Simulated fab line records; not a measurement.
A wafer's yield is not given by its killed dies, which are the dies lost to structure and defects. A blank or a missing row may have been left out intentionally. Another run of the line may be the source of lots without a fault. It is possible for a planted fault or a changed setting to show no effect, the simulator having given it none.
8D (eight disciplines) problem report, filled in by code | flow n5Finfet | the parts of the form that need people (team, actions taken, sign-off) are left out

1. THE ISSUE
rawDefectCount at N5_SD_EPI_P_INSPECT_26 reads a mean of 1334 on 1 wafer of 1 lot; wafers without a fault read 174 with a standard deviation of 33. Relative to the usual mean, that is a shift of +35 standard deviations.
The step: inspects for defects (darkfield).
Earliest sighting: wafer L179.6 on defectInspect-02 at day 7 11:38. Wafers with a number at this step in the record: 27, from 9 lots. Rule for "out" (also "out of limits"): further than 4 standard deviations from the usual mean. The rest of the wafers with a number are treated as sound.

2. WHAT IT IS; WHAT IT IS NOT
question                    | is               | is not
which readings at this step | rawDefectCount   | -
which lots                  | L179             | L166, L168, L170, L172, L173, L175, L181, L185
which wafers of those lots  | L179.6           | L179.2, L179.4
read on which gauges        | defectInspect-02 | defectInspect-01
when                        | from day 7 11:38 | up to then (20 sound wafers); but 6 sound wafers of L181, L185 came after

3. SUSPECTS, AND WHAT RULES EACH OUT
Counting: a tool at a process step up to the reading stays a suspect if it ran every lot that is out. Sound lots after the first of them don't rule it out here, since some wafers of a struck lot are sound.
- the gauge at N5_SD_EPI_P_INSPECT_26 has been ruled out. All the wafers that are out were read on defectInspect-02, but those of them that N5_PASSIVATION_PROBE_49 has rows for are out there too, on other tools.
- aldSin-02 at N5_SD_EPI_N_LINER_46 (material SiNx, target thk 3 nm): kept. The lot that is out, L179, ran on it at day 7 06:58; the last sound lot it ran before that was L173, at day 5 16:19.
- rieDiel-04 at N5_SD_EPI_P_ETCH_16 (etches SiO2 in CHF3/O2, target depth 5 nm): kept. The lot that is out, L179, ran on it at day 7 08:31; the last sound lot it ran before that was L173, at day 5 17:34.
- Within aldSin-02 at N5_SD_EPI_N_LINER_46: the wafers that are out ran in chamber 2; their sound lot-mates ran in chambers 0, 1.
- Within rieDiel-04 at N5_SD_EPI_P_ETCH_16: the wafers that are out ran in chamber 1; their sound lot-mates ran in chambers 0, 2.
Left after counting: aldSin-02 at N5_SD_EPI_N_LINER_46, rieDiel-04 at N5_SD_EPI_P_ETCH_16.

4. THE CAUSE (what the simulator had put in)
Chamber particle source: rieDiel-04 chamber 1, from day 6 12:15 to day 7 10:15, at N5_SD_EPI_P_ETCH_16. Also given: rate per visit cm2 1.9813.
Of the 2 suspects that counting leaves, this tool is one.

5. THE CHAIN OF EFFECTS, in route order
Each row: a reading where the mean over the struck wafers with a number is more than 3 standard deviations away from the usual. Only readings for which the record gives a usual standard deviation are gone through. hours: the time from each lot's start at the first step in this table that gives one to its start at this step, as a median over the lots. sigmas: the change in usual standard deviations.
hours | step                        | reading             | usual  | on struck wafers | change | sigmas
0     | N5_SD_EPI_P_INSPECT_26      | rawDefectCount      | 174    | 1334             | +1160  | +35
1     | N5_SD_ACTIVATION_INSPECT_02 | rawDefectCount      | 174    | 1353             | +1179  | +36
269   | N5_PASSIVATION_PROBE_49     | defectLimitedYield  | 90.9 % | 82.3             | -8.6   | -6.1
269   | N5_PASSIVATION_PROBE_49     | killedAtFrontEnd    | 38     | 141              | +103   | +9.4
269   | N5_PASSIVATION_PROBE_49     | killedDies          | 107    | 209              | +102   | +6.4
269   | N5_PASSIVATION_PROBE_49     | killedOnRim         | 14     | 26               | +12    | +3.3
269   | N5_PASSIVATION_PROBE_49     | sort_bin_5_function | 5.3 %  | 9.7              | +4.4   | +4.7
269   | N5_PASSIVATION_PROBE_49     | sortNPass           | 1073   | 971              | -102   | -6.4
269   | N5_PASSIVATION_PROBE_49     | sortYieldPct        | 90.9 % | 82.3             | -8.6   | -6.1
It contains these process steps:
- N5_PASSIVATION_PROBE_49
At these later measuring or inspecting steps, every struck wafer for which the step has a row has a number for every such reading, and none has moved that far: N5_BEOL_M4_RC_MEAS_101.

6. HOW IT WOULD HAVE BEEN CAUGHT EARLIER
In this record the first reading out of limits at a measuring or inspecting step was taken at day 7 11:38, 23 hours after the fault began at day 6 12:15.
An alarm limit of 4 standard deviations would not have fired on the tool readings at N5_SD_EPI_P_ETCH_16 for which the record gives a usual standard deviation, since none of them was out on any struck wafer.
All the lots that are out (1) had begun N5_SD_EPI_P_ETCH_16 on rieDiel-04 by day 7 11:38. A hold on the tool at that time would have spared none of them.
